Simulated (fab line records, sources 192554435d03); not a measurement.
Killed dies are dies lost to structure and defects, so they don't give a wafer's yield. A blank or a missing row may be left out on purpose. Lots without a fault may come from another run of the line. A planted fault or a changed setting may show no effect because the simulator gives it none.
Which tool did it? | flow n5_finfet | 11 lots, 30 wafers sampled, at 1 step of a route of 1938

WHAT THE GAUGES READ, wafer by wafer
N5_BEOL_M15_INSPECT_30: inspects for defects (macro). Usual: raw_defect_count 2.1, standard deviation 1.6.
lot  | measured     | on                | raw_defect_count | flag
L831 | day 12 13:20 | defect_inspect-02 | 0 1 1            |
L833 | day 12 20:07 | defect_inspect-02 | 3 1 0            |
L832 | day 12 20:17 | defect_inspect-02 | 4 2 2            |
L836 | day 13 05:52 | defect_inspect-02 | 3 0 3            |
L834 | day 13 10:43 | defect_inspect-01 | 0 1 0            |
L835 | day 13 13:09 | defect_inspect-01 | 0 4 1            |
L837 | day 14 02:14 | defect_inspect-02 | 1 4              |
L843 | day 15 00:01 | defect_inspect-01 | 3 3              |
L845 | day 16 05:39 | defect_inspect-02 | 1 6 3            |
L848 | day 16 16:40 | defect_inspect-01 | 0 2 2            |
L851 | day 18 19:20 | defect_inspect-02 | 2 4              |

WHICH TOOL RAN EACH LOT (tool, then ch and the chambers of the sampled wafers, then the start)
The record holds no process step before these readings.

WHAT THE TOOLS THEMSELVES READ (means of the sampled wafers that have a number; where no wafer has one, the mark that the record gives instead)
The record holds no such reading with a usual standard deviation.

THE ANSWER, worked out from the rows above alone
Rule: a lot is off if the mean of its wafers that have a number lies more than 3 standard deviations from the usual mean. A lot without any number at a reading at which 4 lots or more have one is off too. The other lots that the step has rows for count as sound. The gauges are gone through in route order, then the tools' own readings, and for those a lot's mean is taken as printed above. The first step at which some lot is off is used, and at that step the reading that is off furthest; a lot without a number counts as furthest.
No lot is off at any reading shown: from this, nothing can be told.

WHAT THE SIMULATOR HAD PUT IN
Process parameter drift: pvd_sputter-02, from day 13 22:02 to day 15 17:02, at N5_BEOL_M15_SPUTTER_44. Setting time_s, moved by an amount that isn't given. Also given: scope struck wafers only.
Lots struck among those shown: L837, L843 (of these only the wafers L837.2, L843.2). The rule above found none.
